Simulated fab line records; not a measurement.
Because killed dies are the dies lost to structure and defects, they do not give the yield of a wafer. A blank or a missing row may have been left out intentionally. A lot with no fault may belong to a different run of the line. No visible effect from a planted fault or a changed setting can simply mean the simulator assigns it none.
A lot that was struck, set against a sound lot	flow n5 finfet	26 steps out of a route of 1938
Sound: the wafers L235.2, L235.4, L235.6. Struck: wafer L236.3 (L236.2, L236.4, from the same lot, were not struck and are left out); the cause is given at the end.
Each step with rows lists, per side, the tool, then ch with its chambers, then its first start. Under that, the readings that differ: sound wafers	struck wafers	difference of the means	sigmas: that difference in standard deviations of wafers without a fault.
alike: a reading whose means differ by less than 2 such deviations, as well as words and numbers matching on both sides. not compared: withheld readings; readings where some wafer has no value; bounds like >300 that might hide an equal value; numbers whose values overlap and for which the record gives no deviation.
Wherever a step has rows on one side only, a row that says differs or no value, or a row with sigmas, the two part there. When numbers do not overlap yet have no deviation, they are printed without sigmas and do not part them. A reading missing from all wafers of one side parts the sides only when that side holds two or more wafers.

first, 10 steps without rows for these wafers: N5_FIN_SAQP_PRECLEAN_42 (cleans in O3/DIW, time 60 s); N5_FIN_SAQP_PRECLEAN_00 (cleans in SC1, time 60 s); N5_FIN_SAQP_PRECLEAN_44 (cleans in SC2, time 45 s); N5_FIN_SAQP_SRD_01 (time 30 s); N5_FIN_SAQP_ALD_61 (deposits SiO2, target thk 4 nm, pulse time 1 s, purge time 2 s); N5_FIN_SAQP_DENSIFY_62 (time 60 s); N5_FIN_SAQP_HM_DEP_03 (deposits SiNx from SiH4/NH3/N2, target thk 38 nm, time 33.6 s); N5_FIN_SAQP_PECVD_47 (deposits a-Si from SiH4/He, target thk 45 nm, time 36.3 s); N5_FIN_SAQP_PECVD_48 (deposits SiNx from SiH4/NH3/N2, target thk 25 nm, time 22.1 s); N5_FIN_SAQP_PECVD_06 (deposits a-Si from SiH4/He, target thk 60 nm, time 48.1 s).
N5_FIN_SAQP_HM_DEP_72: deposits SiO2 from SiH4/N2O, target thk 12 nm, time 7.2 s.
  sound on pecvd-01 ch 0,1,2, day 7 03:27; struck on pecvd-02 ch 2, day 7 10:01
reading	sound	struck	difference	sigmas
model.SiO2_of_FIN_SAQP_HM_DEP_72.thk nm (nm)	12.01 12.16 12.05	8.476	-3.597	
  alike: heater power w, showerhead plenum p Torr
then, 12 steps without rows for these wafers: N5_FIN_SAQP_COAT_49 (time 60 s, resist thk 100 nm); N5_FIN_SAQP_COAT_50 (time 60 s, resist thk 35 nm); N5_FIN_SAQP_COAT_10 (resist thk 90 nm); N5_FIN_SAQP_EBR_12; N5_FIN_SAQP_SOFTBAKE_11 (time 60 s); N5_FIN_SAQP_EXPOSE_13 (exposes mask FIN CORE, target cd 35.6 nm); N5_FIN_SAQP_PEB_14 (peb time 60 s); N5_FIN_SAQP_DEVELOP_15 (develop time 30 s); N5_FIN_SAQP_DESCUM_21 (chemistry O2, time 7.9 s); N5_FIN_SAQP_ETCH_51 (etches SiARC in CF4, target depth 45.5 nm, time 75.8 s); N5_FIN_SAQP_ETCH_52 (etches SOC in N2/H2, target depth 100 nm, overetch 20 nm, time 150 s); N5_FIN_SAQP_STRIP_53 (strips in N2/H2).
N5_FIN_SAQP_HM_OPEN_73: chemistry CHF3/O2, target SiO2, stops on a-Si, target depth 12 nm, time 16.8 s.
  sound on rie diel-01 ch 0,1,2, day 7 04:11; struck on rie diel-03 ch 3, day 7 10:38
reading	sound	struck	difference	sigmas
model.etch.depth nm (nm)	12.01 12.16 12.05	8.476	-3.597	
  alike: chamber pressure mTorr, drypump motor current A, oes product au, rf vpp V, showerhead plenum p Torr, throttle valve pct
  not compared: rf hours counter h
then, 1 step without rows for these wafers: N5_FIN_SAQP_STRIP_74 (strips in CHF3/O2).
-- a jump in the record: the struck wafers' starts before and after are 7 days apart (it breaks off in module FIN_SAQP and resumes in module BEOL_M4, where the first step shown is number 1111 of the route) --
N5_BEOL_M4_RC_MEAS_101:
  sound on prober-01 ch 0, day 13 20:11; struck on prober-01 ch 0, day 14 22:01
  alike: DIBL_N, DIBL_P, IOFF_N, IOFF_P, ION_N, ION_P, SS_N, SS_P, VT_N, VT_P

## WHERE THEY PART
Nowhere in this record.

WHY: what the simulator had put in
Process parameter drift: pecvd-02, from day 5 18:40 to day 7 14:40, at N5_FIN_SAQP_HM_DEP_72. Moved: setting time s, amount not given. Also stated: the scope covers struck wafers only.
